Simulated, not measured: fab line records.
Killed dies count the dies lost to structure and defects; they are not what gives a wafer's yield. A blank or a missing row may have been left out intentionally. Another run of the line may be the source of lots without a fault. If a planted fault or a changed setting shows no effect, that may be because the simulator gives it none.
Chamber matching | flow n5Finfet | N5_SD_EPI_P_ETCH_36 on rieDiel-03 has 4 sister chambers
The step etches SiARC in CF4, target depth 45.5 nm, time 75.8 s. 7 wafers are shown with their chamber, then 7 later ones without.

== EACH WAFER AND ITS CHAMBER ==
wafer  | chamber | drypumpMotorCurrentA (A) | rfFwdPowerW (W)
L080.6 | 2       | 6.2                      | 535.9
L081.2 | 2       | 6.1                      | 536.8
L092.4 | 3       | 6.0                      | 542.9
L092.5 | 0       | 5.4                      | 540.7
L092.6 | 1       | 6.0                      | 535.8
L093.1 | 0       | 5.4                      | 537.5
L093.4 | 3       | 6.0                      | 540.7

== WAFERS MISSING THEIR CHAMBER ==
wafer  | drypumpMotorCurrentA (A) | rfFwdPowerW (W)
L093.6 | 5.4                      | 538.6
L096.1 | 6.1                      | 539.9
L096.3 | 5.9                      | 536.5
L096.4 | 6.2                      | 539.2
L097.1 | 5.4                      | 537.7
L097.3 | 6.1                      | 544.7
L097.6 | 6.0                      | 537.9

== EACH ONE'S CHAMBER ==
wafer  | from the rows above          | in truth
L093.6 | 0                            | 0
L096.1 | can't be placed: 2 or 3 or 1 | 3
L096.3 | can't be placed: 1 or 3      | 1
L096.4 | 2                            | 2
L097.1 | 0                            | 0
L097.3 | 3                            | 3
L097.6 | can't be placed: 1 or 3      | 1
Correctly placed: 4 of 7. These rows do not allow placing 3 (true chamber among the candidates in 3). Placed wrongly: 0.
How it was worked out, from the rows above alone: a wafer's distance from a chamber is the root of the sum, over the readings, of the square of ((its reading less the chamber's mean) divided by the reading's scatter). If the next closest chamber is less than 2 further off than the closest, the wafer can't be placed; otherwise it belongs to the closest. For every chamber, the mean is computed from those of its wafers that are shown. How the scatter is found: for the shown wafers, subtract from each reading the mean of its chamber, square and add these, divide the total by (wafers less chambers), then take the root.
